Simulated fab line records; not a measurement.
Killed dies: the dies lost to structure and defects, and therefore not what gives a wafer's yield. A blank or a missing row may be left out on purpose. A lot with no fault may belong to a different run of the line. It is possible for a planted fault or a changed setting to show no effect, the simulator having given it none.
Which tool is to blame? ; flow nandHarc ; Sampling: 12 lots, 36 wafers, 4 of 1302 route steps

== WHAT THE GAUGES READ, wafer by wafer ==
No reading from a measuring or inspecting step in the record can be judged against a usual standard deviation.

== TOOL THAT RAN EACH LOT (tool first, then ch and the chambers of the sampled wafers, then the start) ==
lot;NHARC_HYBRID_BOND_ACTIVATE_00;NHARC_THIN_TSV_ETCHBACK_48;NHARC_THIN_TSV_PRE_CLEAN_50;NHARC_THIN_TSV_ANNEAL_52
L663;rieDiel-11 ch 1,2,3, day 24 04:17;rieDiel-13 ch 0,1,3, day 24 17:44;pvdSputter-02, day 24 19:28 or earlier;rtpAnneal-01 ch 0, day 24 19:28
L667;rieDiel-06 ch 2,3, day 26 16:52;rieDiel-08 ch 1,2,3, day 27 08:16;pvdSputter-03, day 27 09:55 or earlier;rtpAnneal-02 ch 0, day 27 09:55
L668;rieDiel-06 ch 0,1, day 27 01:11;rieDiel-08 ch 0,2,3, day 27 15:38;pvdSputter-03, day 27 17:22 or earlier;rtpAnneal-02 ch 0, day 27 17:22
L674;rieDiel-06 ch 0,1, day 29 09:41;rieDiel-10 ch 0,2,3, day 30 00:22;pvdSputter-01, day 30 02:11 or earlier;rtpAnneal-02 ch 0, day 30 02:11
L676;rieDiel-11 ch 0,2,3, day 30 00:28;rieDiel-13 ch 0,1, day 30 15:05;pvdSputter-01, day 30 16:51 or earlier;rtpAnneal-02 ch 0, day 30 16:51
L677;rieDiel-11 ch 0,2,3, day 30 21:52;rieDiel-08 ch 1,2, day 31 14:44;pvdSputter-03, day 31 16:27 or earlier;rtpAnneal-02 ch 0, day 31 16:27
L678;rieDiel-11 ch 0,2,3, day 30 23:08;rieDiel-08 ch 1,2,3, day 31 13:19;pvdSputter-01, day 31 15:07 or earlier;rtpAnneal-02 ch 0, day 31 15:07
L679;rieDiel-11 ch 0,2,3, day 31 03:56;rieDiel-08 ch 0,1,3, day 32 04:46;pvdSputter-01, day 32 06:28 or earlier;rtpAnneal-01 ch 0, day 32 06:28
L680;rieDiel-11 ch 0,1,3, day 31 05:39;rieDiel-13 ch 0,3, day 32 06:26;pvdSputter-02, day 32 08:26 or earlier;rtpAnneal-01 ch 0, day 32 08:26
L681;rieDiel-11 ch 1,2, day 31 14:20;rieDiel-13 ch 1,2, day 32 07:44;pvdSputter-01, day 32 09:33 or earlier;rtpAnneal-01 ch 0, day 32 09:33
L682;rieDiel-11 ch 0,1,3, day 32 09:43;rieDiel-10 ch 0,2, day 33 00:41;pvdSputter-02, day 33 02:22 or earlier;rtpAnneal-01 ch 0, day 33 02:22
L683;rieDiel-06 ch 0,1,3, day 33 02:32;rieDiel-10 ch 0,3, day 33 15:17;pvdSputter-01, day 33 17:02 or earlier;rtpAnneal-01 ch 0, day 33 17:02
- NHARC_HYBRID_BOND_ACTIVATE_00: chemistry N2, time 60 s.
- NHARC_THIN_TSV_ETCHBACK_48: etches the open film in C4F8/Ar, target depth 1028.5 nm, time 405.17 s.
- NHARC_THIN_TSV_PRE_CLEAN_50: time 30 s.
- NHARC_THIN_TSV_ANNEAL_52: time 90 s.

== AS READ BY THE TOOLS THEMSELVES (means over the sampled wafers that have a number; for cases with no such wafer, the mark the record gives instead) ==
NHARC_HYBRID_BOND_ACTIVATE_00. Usual: drypumpMotorCurrentA 5.7 A, standard deviation 0.64; n2FlowSccm 200.0 sccm, standard deviation 0.55; oesProductAu 1.004 a.u., standard deviation 0.0076; rfVppV 63.8 V, standard deviation 0.91; showerheadPlenumPTorr 1.73 Torr, standard deviation 0.096.
lot;tool;drypumpMotorCurrentA (A);n2FlowSccm (sccm);oesProductAu (a.u.);rfVppV (V);showerheadPlenumPTorr (Torr);flag
L663;rieDiel-11;5.8;200.1;1.004;64.2;1.71;
L667;rieDiel-06;6.5;199.6;1.007;63.6;1.77;
L668;rieDiel-06;5.5;200.7;1.004;63.9;1.81;
L674;rieDiel-06;5.2;200.4;1.009;64.7;1.73;
L676;rieDiel-11;5.6;199.9;1.001;64.2;1.73;
L677;rieDiel-11;5.6;199.8;1.003;64.3;1.73;
L678;rieDiel-11;5.6;200.1;1.004;63.9;1.73;
L679;rieDiel-11;5.6;200.0;0.998;64.0;1.73;
L680;rieDiel-11;5.3;199.8;0.997;63.0;1.66;
L681;rieDiel-11;6.3;200.0;1.000;64.0;1.79;
L682;rieDiel-11;5.3;200.4;0.999;64.0;1.66;
L683;rieDiel-06;5.8;199.8;1.005;64.0;1.74;

NHARC_THIN_TSV_ETCHBACK_48. Usual: oesProductAu 0.95 a.u., standard deviation 0.03; rfVppV 548 V, standard deviation 3.2.
lot;tool;oesProductAu (a.u.);rfVppV (V);flag
L663;rieDiel-13;0.93;549;
L667;rieDiel-08;0.93;549;
L668;rieDiel-08;0.93;547;
L674;rieDiel-10;0.92;549;
L676;rieDiel-13;1.00;549;
L677;rieDiel-08;0.99;547;
L678;rieDiel-08;0.96;548;
L679;rieDiel-08;0.96;547;
L680;rieDiel-13;0.93;550;
L681;rieDiel-13;0.92;547;
L682;rieDiel-10;0.92;546;
L683;rieDiel-10;1.00;550;

NHARC_THIN_TSV_PRE_CLEAN_50. Usual: heaterPowerW 425 W, standard deviation 35.
lot;tool;heaterPowerW (W);flag
L663;pvdSputter-02;390;
L667;pvdSputter-03;430;
L668;pvdSputter-03;410;
L674;pvdSputter-01;421;
L676;pvdSputter-01;447;
L677;pvdSputter-03;411;
L678;pvdSputter-01;451;
L679;pvdSputter-01;452;
L680;pvdSputter-02;403;
L681;pvdSputter-01;444;
L682;pvdSputter-02;427;
L683;pvdSputter-01;434;

NHARC_THIN_TSV_ANNEAL_52. Usual: wafer_temp_C_max 226.09, standard deviation 0.25.
lot;tool;wafer_temp_C_max;flag
L663;rtpAnneal-01;225.84;
L667;rtpAnneal-02;226.15;
L668;rtpAnneal-02;226.07;
L674;rtpAnneal-02;226.27;
L676;rtpAnneal-02;226.42;
L677;rtpAnneal-02;226.28;
L678;rtpAnneal-02;225.94;
L679;rtpAnneal-01;225.90;
L680;rtpAnneal-01;225.97;
L681;rtpAnneal-01;225.81;
L682;rtpAnneal-01;226.00;
L683;rtpAnneal-01;225.95;

== THE ANSWER, worked out from the rows above alone ==
Rule: lot off if the mean of its wafers having a number is beyond 3 standard deviations from the usual mean. Also off: a lot with no number at a reading for which 4 or more lots have one. Any other lot the step has rows for is counted as sound. Order of review: gauges by route order, followed by the tools' own readings, for which a lot's mean as printed above is used. The first step at which some lot is off is used, and at that step the reading that is off furthest; a lot without a number counts as furthest.
Nothing can be told from this: no lot is off at any reading shown.

== WHAT THE SIMULATOR HAD INSERTED ==
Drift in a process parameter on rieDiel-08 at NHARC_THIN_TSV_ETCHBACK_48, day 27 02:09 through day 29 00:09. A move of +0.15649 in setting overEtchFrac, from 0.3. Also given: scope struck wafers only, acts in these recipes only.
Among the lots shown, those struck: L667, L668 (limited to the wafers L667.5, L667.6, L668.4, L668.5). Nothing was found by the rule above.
